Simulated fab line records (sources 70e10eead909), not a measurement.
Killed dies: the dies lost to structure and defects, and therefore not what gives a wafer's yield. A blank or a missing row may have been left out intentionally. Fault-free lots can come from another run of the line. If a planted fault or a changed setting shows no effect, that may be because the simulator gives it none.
Chamber matching	flow nand_harc	ald_metal-03 running NHARC_A_BLC_ALD_23: 4 sister chambers
The step deposits TiN, target thk 3 nm, pulse time 1 s, ald cycles 150. 4 wafers are shown with their chamber, then 9 later ones without.

## EACH WAFER AND ITS CHAMBER
wafer	chamber	heater_power_w (W)
L088.4	3	1019
L093.3	0	1046
L093.5	1	1131
L093.6	2	1351

## WAFERS WHOSE CHAMBER IS MISSING
wafer	heater_power_w (W)
L096.1	1056
L096.2	1147
L096.3	1043
L096.4	1365
L096.5	1064
L096.6	1028
L095.1	1291
L095.2	1117
L095.5	1095

## THE CHAMBER EACH PASSED THROUGH
wafer	from the rows above	in truth
L096.1	can't be placed: 0 or 3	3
L096.2	1	1
L096.3	can't be placed: 0 or 3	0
L096.4	2	2
L096.5	can't be placed: 0 or 3 or 1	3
L096.6	can't be placed: 3 or 0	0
L095.1	2	2
L095.2	1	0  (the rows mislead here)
L095.5	can't be placed: 1 or 0 or 3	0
Placed correctly: 3 of 9. From these rows, 5 cannot be placed; in 5 the true chamber is one of the candidates. Number placed wrongly: 1.
How it was worked out, from the rows above alone: a wafer's distance from a chamber is the root of the sum, over the readings, of the square of ((its reading less the chamber's mean) divided by the reading's scatter). If the next closest chamber is less than 2 further off than the closest, the wafer can't be placed; otherwise it belongs to the closest. The mean given for a chamber averages the wafers shown for that chamber. The scatter: root of mean squared gap, hidden wafer to nearest shown wafer, with one shown wafer a chamber.
